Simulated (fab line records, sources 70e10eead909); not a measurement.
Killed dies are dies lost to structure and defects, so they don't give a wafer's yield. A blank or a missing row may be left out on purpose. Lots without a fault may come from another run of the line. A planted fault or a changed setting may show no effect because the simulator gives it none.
Chamber matching | flow nand_harc | NHARC_A_ONON_D2_DEP_33 on pecvd-04: 3 sister chambers
The step deposits SiO2, target thk 200 nm. 6 wafers are shown with their chamber, then 8 later ones without.

WAFERS WITH THEIR CHAMBER
wafer  | chamber | throttle_valve_pct (%) | heater_power_w (W)
L080.1 | 2       | 16.3                   | 384
L080.4 | 1       | 15.8                   | 586
L086.3 | 2       | 16.4                   | 348
L086.5 | 0       | 14.7                   | 623
L086.6 | 1       | 16.3                   | 611
L089.2 | 0       | 15.0                   | 581

WAFERS WITHOUT THEIR CHAMBER
wafer  | throttle_valve_pct (%) | heater_power_w (W)
L089.4 | 14.9                   | 576
L089.5 | 16.8                   | 328
L094.2 | 15.6                   | 422
L094.3 | 14.6                   | 604
L094.4 | 15.6                   | 431
L096.1 | 14.7                   | 563
L096.4 | 14.7                   | 574
L096.6 | 15.7                   | 426

WHICH CHAMBER EACH WENT THROUGH
wafer  | from the rows above | in truth
L089.4 | 0                   | 0
L089.5 | 2                   | 2
L094.2 | 2                   | 2
L094.3 | 0                   | 0
L094.4 | 2                   | 2
L096.1 | 0                   | 0
L096.4 | 0                   | 0
L096.6 | 2                   | 2
Placed correctly: 8 of 8. Can't be placed from these rows: 0. Placed wrongly: 0.
How it was worked out, from the rows above alone: a wafer's distance from a chamber is the root of the sum, over the readings, of the square of ((its reading less the chamber's mean) divided by the reading's scatter). The wafer belongs to the nearest chamber; if the next one is less than 2 further off, it can't be placed. A chamber's mean is the mean of its shown wafers. The scatter: the root of (the sum of the squares of (reading less its chamber's mean) over the shown wafers, divided by (wafers less chambers)).
